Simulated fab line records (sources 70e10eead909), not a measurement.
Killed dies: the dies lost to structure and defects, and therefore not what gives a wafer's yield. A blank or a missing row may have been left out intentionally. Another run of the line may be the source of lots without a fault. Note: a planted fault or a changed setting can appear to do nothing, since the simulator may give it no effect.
A struck lot beside a sound one / flow nand-harc / 13 out of 1302 route steps
Sound: wafers L524.2, L524.4, L524.5. Struck: wafer L535.1. Last of all comes the cause.
Per side, at each step with rows, come the tool, then ch with its chambers, and then its first start. Under that, the readings that differ: sound wafers / struck wafers / difference of the means / sigmas: that difference in standard deviations of wafers without a fault.
alike: same words and numbers on both sides, and readings whose means sit less than 2 such deviations apart. not compared: any withheld reading, any reading some wafer has no value for, any bound like >300 that may hide the same value, and any number with overlapping values for which the record gives no deviation.
The two part at a step that has a row with sigmas, a row that says differs or no value, or rows on one side only. When numbers do not overlap yet have no deviation, they are printed without sigmas and do not part them. A reading that every wafer of one side lacks parts them only if that side has two wafers or more.

first, 1 step without rows for these wafers: NHARC_A_ONON_D1_DEP_00 (target thk 1000 nm).
NHARC_A_ONON_D1_THK_MEAS_02: measures by ellipsometry.
  sound on film-metro-01, day 10 09:28; struck on film-metro-01, day 14 20:52
  alike: thk-nm
next comes 1 step that has no rows for these wafers: NHARC_A_ONON_D1_DEP_03 (target thickness 1000 nm).
NHARC_A_ONON_D1_THK_MEAS_05: measures by ellipsometry.
  sound on film-metro-01, day 10 10:01; struck on film-metro-01, day 14 21:26
  alike: thk-nm
next comes 1 step that has no rows for these wafers: NHARC_A_ONON_D1_DEP_06 (target thickness 1000 nm).
NHARC_A_ONON_D1_THK_MEAS_08: measures by ellipsometry.
  sound on film-metro-02, day 10 10:35; struck on film-metro-01, day 14 21:59
  alike: thk-nm
next comes 1 step that has no rows for these wafers: NHARC_A_ONON_D1_DEP_09 (target thickness 1000 nm).
NHARC_A_ONON_D1_THK_MEAS_11: measures by ellipsometry.
  sound on film-metro-01, day 10 11:09; struck on film-metro-02, day 14 22:34
  alike: thk-nm
next comes 1 step that has no rows for these wafers: NHARC_A_ONON_D1_DEP_12 (target thickness 1000 nm).
NHARC_A_ONON_D1_THK_MEAS_14: measures by ellipsometry.
  sound on film-metro-01, day 10 11:43; struck on film-metro-02, day 14 23:08
  alike: thk-nm
then, 1 step without rows for these wafers: NHARC_A_ONON_D1_ANNEAL_15 (time 3600 s).
NHARC_A_ONON_D1_DEP_16: target thk 1000 nm.
  sound on pecvd-onon-02 ch 0, day 10 19:23; struck on pecvd-onon-02 ch 0, day 15 06:29
NHARC_A_ONON_D1_THK_MEAS_18: measures by ellipsometry.
  sound on film-metro-01, day 10 19:50; struck on film-metro-02, day 15 07:10
reading=thk-nm (nm); sound=1004 1000 1001; struck=385; difference=-617; sigmas=-62
  not compared: hold

== WHERE THEY PART ==
Within this record, at NHARC_A_ONON_D1_THK_MEAS_18 only.

WHY: what the simulator had put in
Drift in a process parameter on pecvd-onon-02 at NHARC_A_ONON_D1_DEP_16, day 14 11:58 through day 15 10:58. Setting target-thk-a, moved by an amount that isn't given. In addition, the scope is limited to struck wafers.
